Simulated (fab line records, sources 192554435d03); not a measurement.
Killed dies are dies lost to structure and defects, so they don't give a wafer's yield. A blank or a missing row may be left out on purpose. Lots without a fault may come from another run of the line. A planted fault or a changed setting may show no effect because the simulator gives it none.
Chamber matching | flow n5_finfet | N5_FIN_SAQP_HM_DEP_72 on pecvd-04: 3 sister chambers
The step deposits SiO2 from SiH4/N2O, target thk 12 nm, time 7.2 s. 14 wafers are shown with their chamber, then 7 later ones without.

WAFERS WITH THEIR CHAMBER
wafer  | chamber | showerhead_plenum_p_Torr (Torr) | heater_power_w (W) | heater_power_outer_w (W)
L079.1 | 0       | 7.96                            | 770                | 482
L079.3 | 2       | 8.03                            | 695                | 439
L079.4 | 2       | 8.04                            | 721                | 440
L083.2 | 2       | 8.01                            | 637                | 387
L083.3 | 0       | 8.00                            | 798                | 473
L083.4 | 0       | 7.98                            | 793                | 486
L087.2 | 1       | 8.27                            | 607                | 388
L087.4 | 0       | 7.98                            | 769                | 471
L087.6 | 1       | 8.28                            | 638                | 388
L090.3 | 1       | 8.27                            | 709                | 446
L090.5 | 2       | 8.05                            | 668                | 396
L090.6 | 1       | 8.29                            | 712                | 453
L093.1 | 1       | 8.25                            | 669                | 444
L093.4 | 1       | 8.25                            | 664                | 433

SIGNATURES (means of the wafers above)
reading                  | chamber 0 | chamber 1 | chamber 2 | scatter within a chamber
showerhead_plenum_p_Torr | 7.9800    | 8.2683    | 8.0325    | 0.0164
heater_power_w           | 782.50    | 666.50    | 680.25    | 34.2
heater_power_outer_w     | 478.00    | 425.33    | 415.50    | 25
Rule: a wafer's distance from a chamber is the root of the sum, over the readings, of the square of ((its reading less the chamber's mean) divided by the reading's scatter). The wafer belongs to the nearest chamber; if the next one is less than 2 further off, it can't be placed. The scatter: the root of (the sum of the squares of (reading less its chamber's mean) over the shown wafers, divided by (wafers less chambers)).

WAFERS WITHOUT THEIR CHAMBER
wafer  | showerhead_plenum_p_Torr (Torr) | heater_power_w (W) | heater_power_outer_w (W)
L093.5 | 8.06                            | 606                | 371
L094.1 | 7.97                            | 775                | 463
L094.5 | 8.06                            | 605                | 380
L094.6 | 7.97                            | 766                | 456
L096.3 | 8.04                            | 623                | 380
L096.4 | 8.25                            | 672                | 428
L096.6 | 8.25                            | 680                | 425

WHICH CHAMBER EACH WENT THROUGH
wafer  | from the rows above | in truth
L093.5 | 2                   | 2
L094.1 | 0                   | 0
L094.5 | 2                   | 2
L094.6 | 0                   | 0
L096.3 | 2                   | 2
L096.4 | 1                   | 1
L096.6 | 1                   | 1
Placed correctly: 7 of 7. Can't be placed from these rows: 0. Placed wrongly: 0.
